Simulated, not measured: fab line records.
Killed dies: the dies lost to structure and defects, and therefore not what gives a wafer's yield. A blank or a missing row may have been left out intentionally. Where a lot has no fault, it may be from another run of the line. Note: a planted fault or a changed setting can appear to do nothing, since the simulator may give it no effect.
The tool behind it: which one? + flow nand harc + 6 lots with 18 wafers sampled at 5 steps, on a route of 1302 steps

WHAT EACH GAUGE READ, for each wafer
NHARC_END_SORT_01.
lot + measured + on + killed at array

WHAT TOOL EACH LOT RAN ON (gives the tool, then ch and the chambers of the sampled wafers, and finally the start)
| lot  | NHARC_A_STAIRCASE_CVD_552   | NHARC_A_BONDPAD_DEGAS_25     | NHARC_THIN_TSV_DEP_47           | NHARC_THIN_TSV_ETCH_36            |
|------|-----------------------------|------------------------------|---------------------------------|-----------------------------------|
| L789 | lpcvd-01 ch 1, day 18 01:31 | pvd sputter-01, day 23 03:17 | pecvd-02 ch 0,1,2, day 23 21:02 | rie metal-01 ch 0,1, day 24 01:33 |
| L794 | lpcvd-02 ch 0, day 19 06:42 | pvd sputter-03, day 25 09:32 | pecvd-04 ch 0,2, day 26 01:16   | rie metal-02 ch 0, day 26 05:55   |
| L799 | lpcvd-02 ch 0, day 22 01:40 | pvd sputter-02, day 27 13:52 | pecvd-02 ch 0,1,2, day 28 09:40 | rie metal-02 ch 0,1, day 28 14:17 |
| L801 | lpcvd-01 ch 1, day 23 08:05 | pvd sputter-03, day 28 19:26 | pecvd-04 ch 0,2, day 29 11:53   | rie metal-01 ch 0,1, day 29 16:20 |
| L807 | lpcvd-02 ch 0, day 25 08:47 | pvd sputter-02, day 31 09:32 | pecvd-02 ch 0,1, day 32 06:15   | rie metal-03 ch 0,1, day 32 10:46 |
| L810 | lpcvd-02 ch 1, day 26 13:59 | pvd sputter-03, day 32 01:09 | pecvd-01 ch 0,1, day 32 22:43   | rie metal-02 ch 0,1, day 33 03:16 |
- NHARC_A_STAIRCASE_CVD_552: deposits SiNx, target thk 40 nm.
- NHARC_A_BONDPAD_DEGAS_25: time 60 s.
- NHARC_THIN_TSV_DEP_47: deposits SiO2, target thk 200 nm.
- NHARC_THIN_TSV_ETCH_36: etches the open film in Cl2/BCl3, target depth 65 nm, time 18.571 s.

THE ANSWER, worked out from the rows above alone
Rule: the lots themselves supply what counts as usual. The widest of any qualifying gaps counts: lots, ordered by their means at a reading, are off when they make up no more than a third of the lots, leave a main group of 4 or more, and stand apart from it by 3 or more times the standard deviation of that group's means. A main group whose means are all the same, to the digits that the tables above print for the reading, isn't used. Also off: a lot with no number at a reading for which 4 or more lots have one. The other lots that the step has rows for count as sound.
No lot is off at any reading shown: from this, nothing can be told.

WHAT HAD BEEN PUT IN BY THE SIMULATOR
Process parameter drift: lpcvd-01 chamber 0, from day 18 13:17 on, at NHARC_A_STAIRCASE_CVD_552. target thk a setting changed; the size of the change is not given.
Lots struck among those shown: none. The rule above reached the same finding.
